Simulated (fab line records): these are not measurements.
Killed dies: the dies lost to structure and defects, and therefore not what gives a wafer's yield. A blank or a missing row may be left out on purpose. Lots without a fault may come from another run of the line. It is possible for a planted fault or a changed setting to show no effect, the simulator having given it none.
Matching of chambers + flow n5_finfet + N5_BEOL_M0_SAQP_SPACER2_ALD_26 on ald_sin-01 has 4 sister chambers
The step deposits SiO2, target thk 15 nm, pulse time 1 s, purge time 2 s. 4 wafers are shown with their chamber, then 9 later ones without.

WAFERS WITH THEIR CHAMBER
| wafer  | chamber | heater_power_w (W) |
|--------|---------|--------------------|
| L076.1 | 3       | 394                |
| L090.2 | 1       | 404                |
| L090.3 | 2       | 488                |
| L090.6 | 0       | 469                |

WAFERS MISSING THEIR CHAMBER
| wafer  | heater_power_w (W) |
|--------|--------------------|
| L091.1 | 460                |
| L091.3 | 491                |
| L091.6 | 486                |
| L094.1 | 474                |
| L094.4 | 468                |
| L094.5 | 392                |
| L096.2 | 486                |
| L096.3 | 464                |
| L096.5 | 417                |

CHAMBER TAKEN BY EACH
| wafer  | from the rows above     | in truth |
|--------|-------------------------|----------|
| L091.1 | 0                       | 0        |
| L091.3 | 2                       | 2        |
| L091.6 | 2                       | 2        |
| L094.1 | can't be placed: 0 or 2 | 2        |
| L094.4 | 0                       | 0        |
| L094.5 | can't be placed: 3 or 1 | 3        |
| L096.2 | 2                       | 2        |
| L096.3 | 0                       | 0        |
| L096.5 | can't be placed: 1 or 3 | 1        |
6 of 9 placed correctly. Not placeable from these rows: 3 (in 3, the candidates include the true chamber). Placed wrongly: 0.
How it was worked out, from the rows above alone: a wafer's distance from a chamber is the root of the sum, over the readings, of the square of ((its reading less the chamber's mean) divided by the reading's scatter). If the next closest chamber is less than 2 further off than the closest, the wafer can't be placed; otherwise it belongs to the closest. The mean given for a chamber averages the wafers shown for that chamber. The scatter (one wafer shown for each chamber): square how far every hidden wafer sits from the nearest shown wafer, average those squares and take the square root.
